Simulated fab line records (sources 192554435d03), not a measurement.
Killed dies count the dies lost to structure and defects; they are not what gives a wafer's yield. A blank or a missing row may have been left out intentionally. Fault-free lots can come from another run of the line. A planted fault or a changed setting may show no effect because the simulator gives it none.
Struck lot and sound lot, side by side -- flow n5Finfet -- 15 steps out of a route of 1938
Sound: the wafers L347.3, L347.4, L347.6. The struck wafers were L356.3, L356.5, L356.6. Last of all comes the cause.
Each step with rows lists, per side, the tool, then ch with its chambers, then its first start. Under that, the readings that differ: sound wafers -- struck wafers -- difference of the means -- sigmas: that difference in standard deviations of wafers without a fault.
alike: a reading whose means differ by less than 2 such deviations, as well as words and numbers matching on both sides. not compared: withheld readings; readings where some wafer has no value; bounds like >300 that might hide an equal value; numbers whose values overlap and for which the record gives no deviation.
A row with sigmas, a row that says differs or no value, or rows on one side alone: a step with any of these is where the two part. Numbers that don't overlap but have no deviation are shown without sigmas and don't part them. Lack of a reading on every wafer of one side parts them only where that side has two or more wafers.

first, 5 steps without rows for these wafers: N5_BEOL_M1_ALD_84 (deposits TaN, pulse time 2 s, purge time 3 s, co reactant purge time 2 s); N5_BEOL_M1_SURFACE_TREAT_85; N5_BEOL_M1_CVD_47 (deposits Co from CCTBA/H2, target thk 3 nm, time 223.8 s); N5_BEOL_M1_SPUTTER_48 (material Cu, target thk 4.5 nm, time 8.29 s); N5_BEOL_M1_ANNEAL_49 (time 240 s).
N5_BEOL_M1_SPUTTER_79: material Cu, target thk 4.5 nm, time 8.29 s.
  struck on pvdSputter-01, day 10 04:35; sound on pvdSputter-02, day 8 02:53
  alike: chuckSensorTempC, susceptorTempC, throttleValvePct
N5_BEOL_M1_ANNEAL_80: time 240 s.
  struck on pvdSputter-01, day 10 04:40; sound on pvdSputter-02, day 8 02:58
  alike: heaterPowerW, susceptorTempC
then, 2 steps without rows for these wafers: N5_BEOL_M1_SPUTTER_81 (material Cu, target thk 4.5 nm, time 8.29 s); N5_BEOL_M1_ANNEAL_82 (time 240 s).
N5_BEOL_M1_SPUTTER_86: material Cu, target thk 4.5 nm, time 8.29 s.
  struck on pvdSputter-01, day 10 05:02; sound on pvdSputter-02, day 8 03:19
  alike: chuckSensorTempC, susceptorTempC, throttleValvePct
N5_BEOL_M1_ANNEAL_87: time 240 s.
  struck on pvdSputter-01, day 10 05:07; sound on pvdSputter-02, day 8 03:24
reading,sound,struck,difference,sigmas
susceptorTempC (C),399.88 399.57 399.58,400.12 400.46 400.22,+0.59,+3
  alike: heaterPowerW
N5_BEOL_M1_SPUTTER_88: material Cu, target thk 4.5 nm, time 8.29 s.
  struck on pvdSputter-01, day 10 05:15; sound on pvdSputter-02, day 8 03:32
  alike: chuckSensorTempC, susceptorTempC, throttleValvePct
N5_BEOL_M1_ANNEAL_89: time 240 s.
  struck on pvdSputter-01, day 10 05:20; sound on pvdSputter-02, day 8 03:37
  no value came back on the struck wafers for heaterPowerW (W), susceptorTempC (C); on the sound wafers heaterPowerW (W) reads 791 824 784
then, 1 step without rows for these wafers: N5_BEOL_M1_SPUTTER_90 (material Cu, target thk 4.5 nm, time 8.29 s).
N5_BEOL_M4_RC_MEAS_101:
  sound on prober-02 ch 0, day 9 12:58; struck on prober-02 ch 0, day 11 09:20
  alike: DIBL_N, DIBL_P, IOFF_N, IOFF_P, ION_N, ION_P, SS_N, SS_P, VT_N, VT_P

== WHERE THEY PART ==
Last at N5_BEOL_M1_ANNEAL_89 as far as this record goes, first at N5_BEOL_M1_ANNEAL_87. Later steps at which nothing parts them and some readings are alike: N5_BEOL_M4_RC_MEAS_101.

WHY: whatever the simulator had introduced
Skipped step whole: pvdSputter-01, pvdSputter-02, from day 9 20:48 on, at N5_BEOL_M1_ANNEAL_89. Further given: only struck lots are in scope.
